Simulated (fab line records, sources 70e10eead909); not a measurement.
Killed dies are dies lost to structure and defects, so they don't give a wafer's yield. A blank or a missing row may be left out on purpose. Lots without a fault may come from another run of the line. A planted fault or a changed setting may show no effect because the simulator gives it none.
Chamber matching | flow nand_harc | NHARC_P_ZERO_WELL_ETCH_65 on rie_diel-12: 4 sister chambers
The step etches the open film in N2/H2, target depth 80 nm, overetch 24 nm, time 87.88 s. 16 wafers are shown with their chamber, then 8 later ones without.

WAFERS WITH THEIR CHAMBER
wafer  | chamber | showerhead_plenum_p_Torr (Torr) | drypump_motor_current_A (A) | rf_vpp_V (V)
L454.1 | 1       | 1.93                            | 5.4                         | 427.8
L454.3 | 0       | 1.96                            | 5.6                         | 428.9
L454.6 | 0       | 1.96                            | 5.6                         | 427.8
L457.2 | 1       | 1.93                            | 5.4                         | 427.7
L457.3 | 2       | 2.14                            | 6.0                         | 432.8
L457.6 | 0       | 1.95                            | 5.6                         | 426.7
L458.1 | 3       | 2.08                            | 5.9                         | 430.7
L458.2 | 2       | 2.14                            | 6.0                         | 431.0
L458.4 | 1       | 1.93                            | 5.4                         | 427.3
L461.2 | 1       | 1.93                            | 5.4                         | 427.6
L461.3 | 0       | 1.95                            | 5.6                         | 428.5
L461.4 | 2       | 2.14                            | 6.0                         | 431.2
L463.1 | 1       | 1.93                            | 5.5                         | 428.5
L463.2 | 3       | 2.07                            | 5.9                         | 429.4
L463.6 | 3       | 2.07                            | 5.9                         | 432.5
L465.1 | 3       | 2.07                            | 5.9                         | 432.1

SIGNATURES (means of the wafers above)
reading                  | chamber 0 | chamber 1 | chamber 2 | chamber 3 | scatter within a chamber
showerhead_plenum_p_Torr | 1.9550    | 1.9300    | 2.1400    | 2.0725    | 0.00382
drypump_motor_current_A  | 5.600     | 5.420     | 6.000     | 5.900     | 0.0258
rf_vpp_V                 | 427.975   | 427.780   | 431.667   | 431.175   | 0.979
Rule: a wafer's distance from a chamber is the root of the sum, over the readings, of the square of ((its reading less the chamber's mean) divided by the reading's scatter). The wafer belongs to the nearest chamber; if the next one is less than 2 further off, it can't be placed. The scatter: the root of (the sum of the squares of (reading less its chamber's mean) over the shown wafers, divided by (wafers less chambers)).

WAFERS WITHOUT THEIR CHAMBER
wafer  | showerhead_plenum_p_Torr (Torr) | drypump_motor_current_A (A) | rf_vpp_V (V)
L465.4 | 2.13                            | 6.0                         | 434.3
L465.6 | 2.07                            | 5.9                         | 433.0
L466.1 | 1.95                            | 5.6                         | 427.9
L466.2 | 2.07                            | 5.9                         | 430.1
L466.3 | 2.13                            | 6.0                         | 432.4
L467.3 | 2.07                            | 5.9                         | 431.5
L467.5 | 2.13                            | 6.0                         | 431.5
L467.6 | 1.92                            | 5.4                         | 427.1

WHICH CHAMBER EACH WENT THROUGH
wafer  | from the rows above | in truth
L465.4 | 2                   | 2
L465.6 | 3                   | 3
L466.1 | 0                   | 0
L466.2 | 3                   | 3
L466.3 | 2                   | 2
L467.3 | 3                   | 3
L467.5 | 2                   | 2
L467.6 | 1                   | 1
Placed correctly: 8 of 8. Can't be placed from these rows: 0. Placed wrongly: 0.
